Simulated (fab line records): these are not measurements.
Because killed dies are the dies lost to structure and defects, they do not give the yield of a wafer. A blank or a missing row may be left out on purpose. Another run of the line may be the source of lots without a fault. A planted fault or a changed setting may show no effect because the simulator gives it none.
3 desks, one fault | flow n5_finfet | each desk holds nothing but its own numbers, with what lay behind them at the end

FOR THE TOOL OWNER'S DESK: rie_diel-06
The tool's own readings at N5_MIM_BOT_ETCH_ETCH_04 (etches SiNx in CF4/O2, target depth 26 nm, time 13 s): means of the sampled wafers that have a number, for each lot that ran on this tool. A lot is out of limits, marked OUT, if its mean lies more than 4 standard deviations from the usual mean; the brackets give that distance.
Columns: A = cf4_flow_sccm at N5_MIM_BOT_ETCH_ETCH_04, usual 100.04 sccm; B = chamber_pressure_mTorr at N5_MIM_BOT_ETCH_ETCH_04, usual 40.00 mTorr; C = drypump_motor_current_A at N5_MIM_BOT_ETCH_ETCH_04, usual 5.8 A; D = oes_product_au at N5_MIM_BOT_ETCH_ETCH_04, usual 0.77 a.u.; E = rf_vpp_V at N5_MIM_BOT_ETCH_ETCH_04, usual 238 V; F = showerhead_plenum_p_Torr at N5_MIM_BOT_ETCH_ETCH_04, usual 2.22 Torr; G = throttle_valve_pct at N5_MIM_BOT_ETCH_ETCH_04, usual 16.07 %
lot  | first seen here | A      | B     | C   | D    | E   | F    | G
L708 | day 11 08:22    | 100.13 | 40.07 | 5.6 | 0.75 | 238 | 2.23 | 16.10
L724 | day 15 08:22    | 99.87  | 39.99 | 5.7 | 0.86 | 241 | 2.23 | 16.00
L723 | day 15 11:08    | 99.73  | 40.00 | 6.0 | 0.85 | 233 | 2.19 | 15.98
L727 | day 16 06:55    | 99.81  | 39.98 | 6.1 | 0.95 | 236 | 2.21 | 15.86
Result from this desk: across the 4 lots, nothing is out of limits.

THE METROLOGY DESK
Lot by lot, what the gauges showed, no matter which tool ran the lot: averages of those sampled wafers that carry a number. A lot is out of limits, marked OUT, if its mean lies more than 4 standard deviations from the usual mean; the brackets give that distance.
Columns: A = cd_nm at N5_MIM_BOT_LITHO_CD_MEAS_08, usual 3000.9 nm; B = MIM_BOT_OVL at N5_MIM_BOT_LITHO_OVL_MEAS_11, usual 0 nm
lot  | first seen here | A      | B
L708 | day 11 08:11    | 2999.1 | -2
L720 | day 14 11:17    | 3000.9 | 4
L724 | day 15 08:13    | 2998.1 | 2
L723 | day 15 10:46    | 3000.3 | -2
L727 | day 16 06:46    | 2997.7 | 6
L725 | day 16 11:39    | 2998.7 | 2
L730 | day 17 02:22    | 3002.2 | -3
Result from this desk: across the 7 lots, nothing is out of limits.

THE DEFECT DESK
For each lot, the counts of the inspections along the route, averaged over the sampled wafers that have a number. A lot is out of limits, marked OUT, if its mean lies more than 4 standard deviations from the usual mean; the brackets give that distance.
Columns: A = raw_defect_count at N5_MIM_BOT_LITHO_INSPECT_12, usual 2.1
lot  | first seen here | A
L708 | day 11 08:14    | 1.0
L720 | day 14 11:20    | 1.0
L724 | day 15 08:16    | 1.5
L723 | day 15 10:49    | 4.0
L727 | day 16 06:49    | 3.0
L725 | day 16 11:42    | 1.0
L730 | day 17 02:25    | 1.3
Result from this desk: across the 7 lots, nothing is out of limits.

TAKEN TOGETHER
The tool owner's desk saw nothing out of limits.
The metrology desk saw nothing out of limits.
Nothing the defect desk looked at was out of limits.

WHAT WAS PUT IN BY THE SIMULATOR
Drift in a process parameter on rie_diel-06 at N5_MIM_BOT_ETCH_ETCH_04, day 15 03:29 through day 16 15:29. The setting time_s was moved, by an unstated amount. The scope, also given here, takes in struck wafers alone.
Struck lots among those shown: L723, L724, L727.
